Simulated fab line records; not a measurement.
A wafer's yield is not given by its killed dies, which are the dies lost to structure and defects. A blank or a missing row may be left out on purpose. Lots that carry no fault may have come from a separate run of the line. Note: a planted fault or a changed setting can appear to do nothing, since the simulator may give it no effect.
Which of the tools did it?	flow n5Finfet	7 lots with 21 wafers sampled at 3 steps, on a route of 1938 steps

WHAT THE GAUGES SHOWED, per wafer
N5_BEOL_M13_OCD_MEAS_35.
lot	measured	on	trenchDepthNm (nm)
L752	day 11 15:24	ocd-01	406 413 407
L754	day 11 20:11	ocd-01	409 407 411
L755	day 12 10:46	ocd-01	412 408 409
L763	day 13 16:35	ocd-01	410 416 409
L764	day 14 15:45	ocd-02	410 410 409
L766	day 15 15:22	ocd-01	377 379 388
L770	day 15 21:39	ocd-02	396 383 393

WHICH TOOL RAN EACH LOT (tool, then ch and the chambers of the sampled wafers, then the start)
lot	N5_BEOL_M13_STRIP_63	N5_BEOL_M13_TRENCH_ETCH_34
L752	plasmaAsher-02 ch 0,1, day 11 14:02	rieDiel-05 ch 0,1,3, day 11 15:13
L754	plasmaAsher-01 ch 0,1, day 11 18:49	rieDiel-05 ch 1,3, day 11 20:01
L755	plasmaAsher-02 ch 0,1, day 12 09:34	rieDiel-06 ch 0,3, day 12 10:35
L763	plasmaAsher-01 ch 0,1, day 13 15:13	rieDiel-01 ch 0,2,3, day 13 16:25
L764	plasmaAsher-01 ch 0,1, day 14 14:26	rieDiel-01 ch 0,2,3, day 14 15:34
L766	plasmaAsher-02 ch 0,1, day 15 13:26	rieDiel-01 ch 1,2,3, day 15 15:11
L770	plasmaAsher-02 ch 0,1, day 15 20:20	rieDiel-01 ch 0,1,2, day 15 21:32
- N5_BEOL_M13_STRIP_63: strips in N2/H2.
- N5_BEOL_M13_TRENCH_ETCH_34: etches SiOC in C4F8/O2/Ar, target depth 413.47 nm, time 162.6 s.

THE ANSWER, worked out from the rows above alone
Rule: the lots themselves supply what counts as usual. The widest of any qualifying gaps counts: lots, ordered by their means at a reading, are off when they make up no more than a third of the lots, leave a main group of 4 or more, and stand apart from it by 3 or more times the standard deviation of that group's means. The tables above print the reading to a certain number of digits; a main group whose means all agree to those digits is not used. Also off: a lot with no number at a reading for which 4 or more lots have one. Any other lot the step has rows for is counted as sound.
Off at N5_BEOL_M13_OCD_MEAS_35 (trenchDepthNm): L766, L770. The main group: mean 410 nm, standard deviation 1.
A tool fits if, at a process step before that reading, it ran every lot that is off, and no sound lot after the first of them. Those tools and the gauges at N5_BEOL_M13_OCD_MEAS_35 are tried in the same way. Undecided on this evidence; 2 tools fit (plasmaAsher-02 at N5_BEOL_M13_STRIP_63, rieDiel-01 at N5_BEOL_M13_TRENCH_ETCH_34).

WHAT WAS PUT IN BY THE SIMULATOR
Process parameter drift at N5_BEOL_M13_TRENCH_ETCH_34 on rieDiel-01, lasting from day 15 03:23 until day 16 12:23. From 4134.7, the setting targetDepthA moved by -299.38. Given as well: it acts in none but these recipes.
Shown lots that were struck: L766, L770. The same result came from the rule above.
